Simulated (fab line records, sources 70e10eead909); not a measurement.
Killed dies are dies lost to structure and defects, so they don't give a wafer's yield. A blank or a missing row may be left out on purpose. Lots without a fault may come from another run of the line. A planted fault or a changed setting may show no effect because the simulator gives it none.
fab line records | flow nand_harc
record lots=11 wafers=33 last_day=33
route steps=1302 shown A_CONTACT@1059 END@1302
lots that met no fault: from a run of the same line without faults
start_h: hours from the record's first day to the start of the lot's first wafer shown | wait_h: hours since the lot's step before | " the same as in the row above | L1.1+2: a row that stands for several wafers | - no value, or no start given | * or withheld: withheld | < > ~ a bound
route shown NAME@n: a module of which the file shows steps, and the number in the route of the first | usual: mean/standard deviation of fault-free wafers | same: alike in all rows | chamber/n: place in a boat | sites: the reading at each site | _std_site: their standard deviation | _edge_site: outer sites' mean less inner sites' | radius_mm: how far each site lies from the wafer's centre | mask NAME#n: copy n | behind: the tool/chamber that last shaped the wafer | hold: why the lot was held/for how many hours/how that ended | device: the transistor (n, p or np) that didn't switch | end of line: the same wafers' tests at the end of the route | a step without rows: its recipe alone | killed: dies lost to structure and defects at the first sort, not the wafer's yield | map: a wafer's dies, x killed, . not, _ none there
set.NAME: the setting as run; set.NAME@STEP: as run at that earlier step | model.NAME: the simulator's own value behind a step, which no gauge read
steps of the route over a sample of lots; a table a step, a row a wafer
services: from which hour (start_h, from the record's first day; less than 0 if before it) a tool's chamber was out of use, for how many hours, and why
## steps
# step NHARC_A_CONTACT_CD_MEAS_80
# usual cd_nm=289.7/0.87
# columns lot.wafer tool chamber start_h wait_h cd_nm
L292.1 cd_sem-03 - 588.41 - 289.3
L292.2 " - " " 289.7
L292.6 " - " " 289.7
L291.1 cd_sem-02 - 590.59 - 289.6
L291.2 " - " " 289.5
L291.3 " - " " 289.5
L294.1 cd_sem-03 - 608.10 - 288.5
L294.4 " - " " 288.2
L294.5 " - " " 288.0
L295.1 cd_sem-02 - 625.00 - 290.3
L295.2 " - " " 289.5
L295.5 " - " " 289.5
L296.1 cd_sem-02 - 639.72 - 291.2
L296.2 " - " " 290.9
L296.4 " - " " 290.9
L297.2 cd_sem-03 - 658.37 - 290.6
L297.4 " - " " 290.6
L297.5 " - " " 290.4
L299.1 cd_sem-02 - 679.12 - 290.4
L299.3 " - " " 290.4
L299.6 " - " " 290.3
L302.1 cd_sem-02 - 702.07 - 289.0
L302.3 " - " " 288.7
L302.4 " - " " 289.0
L301.2 cd_sem-02 - 702.44 - 289.7
L301.3 " - " " 289.8
L301.4 " - " " 289.4
L304.1 cd_sem-02 - 715.54 - 288.3
L304.2 " - " " 288.6
L304.5 " - " " 288.4
L303.1 cd_sem-01 - 724.44 - 287.1
L303.3 " - " " 287.6
L303.6 " - " " 287.5
# step NHARC_A_CONTACT_ETCH_106
# recipe target_depth_a=900 overetch_a=90 time_s=49.5 ion_energy_ev=100 cf4_flow_sccm=80 o2_flow_sccm=20 ar_flow_sccm=0 rf_w=300 bias_w=100 chemistry=CF4/O2
# usual bias_w=100.00/0.29 cf4_flow_sccm=79.98/0.23 drypump_motor_current_A=5.6/0.46 oes_product_au=1.001/0.0067 rf_vpp_V=198.5/1.8 showerhead_plenum_p_Torr=1.37/0.082 throttle_valve_pct=13.399/0.0093
# columns lot.wafer tool chamber start_h wait_h bias_w cf4_flow_sccm drypump_motor_current_A oes_product_au rf_hours_counter_h rf_vpp_V showerhead_plenum_p_Torr throttle_valve_pct
L292.1 rie_diel-04 0 588.76 0.1 100.33 79.82 5.7 1.001 17 200.7 1.41 13.396
L292.2 " 2 " " 99.78 80.01 5.4 1.006 13 196.8 1.24 13.406
L292.6 " 0 " " 100.20 80.01 5.7 1.009 - 196.5 1.41 13.385
L291.1 rie_diel-11 0 590.89 0.1 100.05 79.66 6.3 1.004 24 196.3 1.26 13.406
L291.3 " 1 " " 99.71 80.10 5.5 1.002 23 199.9 1.44 13.378
L291.2 " 2 " " 100.09 79.82 5.1 1.009 23 199.7 1.43 13.403
L294.4 rie_diel-04 2 608.41 0.0 99.99 79.75 5.4 0.997 17 195.4 1.24 13.406
L294.1 " 3 " " 100.15 80.08 5.4 0.998 18 195.6 1.29 13.393
L294.5 " 3 " " 99.65 80.21 5.4 0.997 - 197.1 1.29 13.398
L295.1 rie_diel-04 1 625.33 0.1 100.51 80.40 5.0 1.011 25 200.8 1.44 13.407
L295.2 " 3 " " 99.79 79.79 5.4 0.994 23 197.6 1.29 13.408
L295.5 " 1 " " 99.38 80.37 5.0 1.004 - 199.6 1.44 13.376
L296.2 rie_diel-11 2 640.18 0.1 99.57 80.29 5.1 1.002 2 199.5 1.43 13.409
L296.4 " 3 " " 100.15 80.00 5.6 0.997 2 199.0 1.44 13.398
L296.1 " 0 " " 100.17 80.46 6.4 0.994 2 196.4 1.26 13.403
L297.2 rie_diel-11 3 658.70 0.1 100.47 80.16 5.6 1.005 6 198.6 1.44 13.403
L297.4 " 0 " " 99.74 79.96 6.3 1.005 - 196.0 1.26 13.404
L297.5 " 3 " " 100.41 79.74 5.6 0.995 - 200.8 1.44 13.406
L299.1 rie_diel-01 0 679.41 0.1 99.95 79.93 5.3 0.993 43 198.1 1.28 13.404
L299.3 " 1 " " 99.84 80.12 5.8 0.990 38 195.6 1.26 13.411
L299.6 " 0 " " 100.25 80.07 5.4 0.999 - 195.9 1.28 13.400
L302.3 rie_diel-11 3 702.37 0.1 99.97 80.10 5.6 0.994 12 198.9 1.44 13.384
L302.1 " 0 " " 100.24 80.18 6.4 0.993 13 196.3 1.26 13.393
L302.4 " 1 " " 99.64 79.76 5.5 0.990 10 198.2 1.44 13.398
L301.2 rie_diel-01 2 702.77 0.1 100.29 80.03 5.8 1.008 52 198.7 1.35 13.397
L301.4 " 3 " " 99.78 80.39 6.8 0.996 52 199.0 1.42 13.399
L301.3 " 0 " " 100.19 79.88 5.3 1.008 51 197.3 1.27 13.402
L304.2 rie_diel-11 1 717.40 0.1 100.08 79.73 5.5 1.004 15 200.1 1.44 13.405
L304.1 " 3 " " 99.84 79.86 5.6 1.006 17 200.0 1.44 13.390
L304.5 " 3 " " 100.10 80.09 5.6 0.993 - 201.4 1.44 13.393
L303.1 rie_diel-11 2 724.73 0.1 100.26 80.00 5.1 1.006 17 200.9 1.43 13.402
L303.3 " 1 " " 100.03 79.84 5.5 1.001 17 199.8 1.44 13.396
L303.6 " 3 " " 99.84 80.30 5.6 0.997 - 199.3 1.44 13.393
# step NHARC_A_CONTACT_ETCH_135
# recipe source_w=withheld pressure_mtorr=20 bias_v=1200 time_s=311 target_depth_a=19120 ar_flow_sccm=withheld c4f8_flow_sccm=withheld o2_flow_sccm=withheld chemistry=C4F8/O2/Ar
# usual chamber_pressure_mTorr=19.999/0.017 oes_air_line_au=1.004/0.018
# columns lot.wafer tool chamber start_h wait_h chamber_pressure_mTorr oes_air_line_au rf_hours_counter_h
L292.2 har_cap_etch-01 0 593.25 0.2 - - -
L292.1 " 1 " " - - -
L292.6 " 0 " " - - -
L291.1 har_cap_etch-03 0 595.50 0.2 - - -
L291.2 " 1 " " - - -
L291.3 " 0 " " - - -
L294.1 har_cap_etch-03 0 615.23 0.2 20.002 0.993 62
L294.4 " 1 " " 20.006 1.019 -
L294.5 " 0 " " 20.000 1.003 -
L295.1 har_cap_etch-02 0 630.00 0.2 19.989 0.997 103
L295.2 " 1 " " 20.022 1.006 103
L295.5 " 0 " " 20.006 0.967 -
L296.1 har_cap_etch-01 1 645.59 0.2 20.005 0.979 25
L296.2 " 0 " " 19.988 1.017 25
L296.4 " 0 " " 20.003 0.980 -
L297.2 har_cap_etch-03 0 668.55 0.2 20.026 0.975 70
L297.4 " 1 " " 19.988 1.033 -
L297.5 " 1 " " 19.963 1.027 -
L299.1 har_cap_etch-03 1 685.00 0.2 19.994 1.014 71
L299.3 " 1 " " 19.965 1.011 -
L299.6 " 1 " " 19.988 1.009 -
L302.1 har_cap_etch-01 1 709.03 0.2 20.005 1.005 36
L302.4 " 1 " " 20.023 0.971 -
L302.3 " 0 " " 20.011 0.983 -
L301.2 har_cap_etch-03 0 709.17 0.2 20.002 1.029 77
L301.3 " 0 " " 19.997 1.007 -
L301.4 " 1 " " 20.017 1.025 -
L304.2 har_cap_etch-01 1 722.63 0.2 20.020 0.977 39
L304.1 " 0 " " 19.976 0.986 39
L304.5 " 0 " " 19.974 0.985 -
L303.1 har_cap_etch-02 0 730.73 0.2 19.991 1.004 123
L303.3 " 1 " " 19.994 0.996 -
L303.6 " 1 " " 20.001 1.006 -
# step NHARC_A_CONTACT_ETCH_92
# recipe target_depth_a=400 over_etch_frac=0.5 time_s=85.7 ion_energy_ev=120 ch3f_flow_sccm=50 o2_flow_sccm=30 ar_flow_sccm=200 rf_w=500 bias_w=100 chemistry=CH3F/O2
# usual bias_w=99.97/0.29 ch3f_flow_sccm=49.97/0.15 drypump_motor_current_A=5.7/0.48 oes_product_au=0.94/0.031 rf_vpp_V=245.2/2.2 showerhead_plenum_p_Torr=2.52/0.14 throttle_valve_pct=20.664/0.0091
# same over_etch_frac=0.5
# columns lot.wafer tool chamber start_h wait_h bias_w ch3f_flow_sccm drypump_motor_current_A oes_product_au rf_hours_counter_h rf_vpp_V showerhead_plenum_p_Torr throttle_valve_pct
L292.1 rie_diel-04 3 594.89 0.5 99.48 49.86 5.4 0.93 15 243.7 2.38 20.662
L292.2 " 2 " " 100.17 49.94 5.4 0.92 14 242.0 2.29 20.661
L292.6 " 3 " " 99.75 49.83 5.5 0.93 - 242.7 2.38 20.646
L291.1 rie_diel-11 0 597.14 0.5 100.07 50.07 6.3 0.93 26 242.2 2.33 20.664
L291.2 " 1 " " 99.89 49.79 5.5 0.93 25 245.8 2.65 20.665
L291.3 " 2 " " 99.37 50.20 5.1 0.93 24 246.2 2.64 20.675
L294.1 rie_diel-01 1 616.90 0.5 99.71 49.49 5.9 0.93 14 243.6 2.34 20.653
L294.4 " 2 " " 100.13 50.11 5.9 0.92 21 246.2 2.50 20.663
L294.5 " 0 " " 99.89 50.14 5.4 0.92 - 243.9 2.36 20.649
L295.1 rie_diel-11 3 631.67 0.5 99.43 49.78 5.6 0.93 2 247.3 2.65 20.656
L295.2 " 0 " " 99.60 50.11 6.3 0.94 2 242.6 2.33 20.661
L295.5 " 3 " " 100.32 50.15 5.6 0.93 - 247.7 2.65 20.676
L296.2 rie_diel-11 3 647.23 0.5 100.55 49.92 5.6 0.94 4 246.3 2.65 20.660
L296.4 " 1 " " 99.96 49.93 5.5 0.94 4 247.3 2.65 20.663
L296.1 " 2 " " 99.44 50.21 5.1 0.92 4 246.8 2.64 20.662
L297.2 rie_diel-04 3 670.15 0.5 100.47 50.08 5.5 0.93 41 244.6 2.37 20.661
L297.4 " 2 " " 99.88 50.18 5.4 0.92 37 242.5 2.28 20.661
L297.5 " 0 " " 99.28 49.98 5.7 0.93 - 245.5 2.58 20.666
L299.1 rie_diel-01 3 686.62 0.5 100.08 50.20 6.8 0.92 48 245.0 2.62 20.650
L299.3 " 0 " " 100.34 50.12 5.4 0.92 47 243.5 2.35 20.663
L299.6 " 2 " " 100.04 49.85 5.9 0.93 - 244.0 2.49 20.664
L301.3 rie_diel-11 2 710.82 0.4 99.95 50.00 5.1 0.92 14 246.7 2.63 20.671
L301.2 " 3 " " 100.00 50.18 5.6 0.91 14 246.4 2.64 20.648
L301.4 " 1 " " 100.40 50.06 5.5 0.93 11 247.9 2.65 20.676
L302.4 rie_diel-11 3 711.19 0.5 99.99 49.79 5.6 0.94 14 246.5 2.64 20.661
L302.3 " 1 " " 100.06 50.12 5.5 0.93 12 248.4 2.64 20.666
L302.1 " 2 " " 99.97 49.88 5.1 0.94 14 247.5 2.63 20.653
L304.2 rie_diel-01 2 724.28 0.5 100.38 49.74 5.9 1.01 60 245.3 2.48 20.657
L304.1 " 0 " " 99.82 49.86 5.3 1.01 59 242.9 2.35 20.656
L304.5 " 3 " " 99.89 50.28 6.8 1.00 - 246.2 2.61 20.660
L303.3 rie_diel-11 1 732.38 0.4 99.68 49.91 5.5 0.93 18 247.8 2.64 20.640
L303.1 " 3 " " 100.06 49.84 5.7 0.92 20 245.8 2.64 20.672
L303.6 " 2 " " 100.44 49.99 5.1 0.92 - 244.8 2.63 20.658
# step NHARC_END_SORT_01
# recipe temp_c=25
# usual killed_at_array=61/23 killed_at_other=1.3/1.4 killed_at_periphery=4.0/2.6 killed_dies=66/22 killed_open=3.4/1.8 killed_short=2.3/1.4
# same gross_dies=677
# columns lot.wafer tool chamber start_h wait_h killed_at_array killed_at_other killed_at_periphery killed_dies killed_open killed_short
L292.1 prober-02 0 640.61 2.5 670 1 6 677 3 2
L292.2 prober-02 0 641.42 2.8 662 3 12 677 5 4
L292.6 prober-02 0 644.64 4.0 664 5 8 677 4 3
L291.1 prober-01 0 640.63 2.5 675 0 2 677 2 1
L291.2 prober-01 0 641.43 2.8 670 1 6 677 3 1
L291.3 prober-01 0 642.22 3.1 674 0 3 677 5 3
# killed by level:class
L292.1 A_CONTACT:area_etch=643 A_CHANNEL_HOLE_D2:chamber_film_flake=7 P_BONDPAD:chamber_film_flake=4 A_CHANNEL_HOLE_D1:chamber_film_flake=4 A_STAIRCASE:chamber_film_flake=4 A_CHANNEL_HOLE_D2:geometric_particle:open=2 P_ZERO_WELL:chamber_film_flake=2 A_SLIT:chamber_film_flake=2
L291.1 A_CONTACT:area_etch=564 A_CHANNEL_HOLE_D2:chamber_film_flake=39 A_CHANNEL_HOLE_D1:chamber_film_flake=35 A_SLIT:chamber_film_flake=30 A_STAIRCASE:chamber_film_flake=2 A_ONON_D1:geometric_particle:short=1 A_DECK1_JOINT:geometric_particle:open=1 A_M0:geometric_particle:open=1
L292.2 A_CONTACT:area_etch=630 A_CHANNEL_HOLE_D2:chamber_film_flake=15 P_BONDPAD:chamber_film_flake=6 A_CHANNEL_HOLE_D1:chamber_film_flake=3 THIN_TSV:chamber_film_flake=3 P_ZERO_WELL:chamber_film_flake=2 A_ZERO_WELL:chamber_film_flake=2 A_SLIT:chamber_film_flake=2
L291.2 A_CONTACT:area_etch=567 A_SLIT:chamber_film_flake=35 A_CHANNEL_HOLE_D1:chamber_film_flake=32 A_CHANNEL_HOLE_D2:chamber_film_flake=32 P_CONTACT:geometric_particle:open=2 P_CONTACT:chamber_film_flake=2 A_STAIRCASE:chamber_film_flake=2 P_M0:geometric_particle:open=1
L291.3 A_CONTACT:area_etch=569 A_SLIT:chamber_film_flake=37 A_CHANNEL_HOLE_D1:chamber_film_flake=30 A_CHANNEL_HOLE_D2:chamber_film_flake=30 P_CONTACT:geometric_particle:open=2 A_DECK1_JOINT:geometric_particle:open=2 A_STAIRCASE:chamber_film_flake=2 P_CONTACT:geometric_particle:short=1
L292.6 A_CONTACT:area_etch=632 A_CHANNEL_HOLE_D2:chamber_film_flake=17 A_CONTACT:chamber_film_flake=5 P_BONDPAD:chamber_film_flake=4 THIN_TSV:chamber_film_flake=4 A_CHANNEL_HOLE_D1:chamber_film_flake=2 A_SLIT:chamber_film_flake=2 P_GATE:geometric_particle:open=1
## services
# columns tool chamber start_h hours kind
rie_diel-11 0 588.68 - clean
rie_diel-11 1 588.68 - clean
rie_diel-11 2 588.68 - clean
rie_diel-11 3 588.68 - clean
rie_diel-01 1 598.73 6.5 repair
rie_diel-11 - 609.50 9.0 pm
rie_diel-11 0 609.50 9.0 vent_cycle
rie_diel-11 1 609.50 9.0 vent_cycle
rie_diel-11 2 609.50 9.0 vent_cycle
rie_diel-11 3 609.50 9.0 vent_cycle
rie_diel-11 0 618.50 - clean
rie_diel-11 1 618.50 - clean
rie_diel-11 1 618.50 - consumable_replace:focus_ring
rie_diel-11 2 618.50 - clean
rie_diel-11 3 618.50 - clean
rie_diel-01 3 640.82 3.7 repair
rie_diel-11 0 643.19 - clean
rie_diel-11 1 643.19 - clean
rie_diel-11 2 643.19 - clean
rie_diel-11 3 643.19 - clean
rie_diel-11 1 656.67 20.0 repair
rie_diel-11 0 667.69 - clean
rie_diel-04 - 710.00 9.0 pm
har_cap_etch-01 - 718.74 0.6 repair
## key
first_sign step=NHARC_A_CONTACT_ETCH_135 reading=tool_record direction=missing
effect step=NHARC_END_SORT_01 reading=killed_dies direction=up sigmas=27 usual=66 struck=677
more_kills_born_at NHARC_A_CONTACT_ETCH_135@har_cap_etch-01=1905 NHARC_A_CONTACT_ETCH_135@har_cap_etch-03=1700
met_at NHARC_A_CONTACT_ETCH_135
struck_lots L291,L292
later_rows_left_out L291.1,L291.2,L291.3,L292.1,L292.2,L292.6
tester_left_out L291,L292
not_acting_at NHARC_A_CONTACT_CD_MEAS_80,NHARC_A_CONTACT_ETCH_106,NHARC_A_CONTACT_ETCH_92
fault kind=skipped_step_whole tool=har_cap_etch-01,har_cap_etch-03 chamber=- onset_h=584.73 steps=NHARC_A_CONTACT_ETCH_135 scope=struck_lots_only
# tester_left_out: of these lots the tester's yield and bins aren't shown, on N5 and GAA mostly nor the transistor test; their killed dies are dies lost to structure and defects alone, not to doping, threshold or leakage, so they don't give the yield
# later_rows_left_out: the simulator's readings of these wafers behind a module that went badly wrong aren't trusted and aren't shown, but for the sort
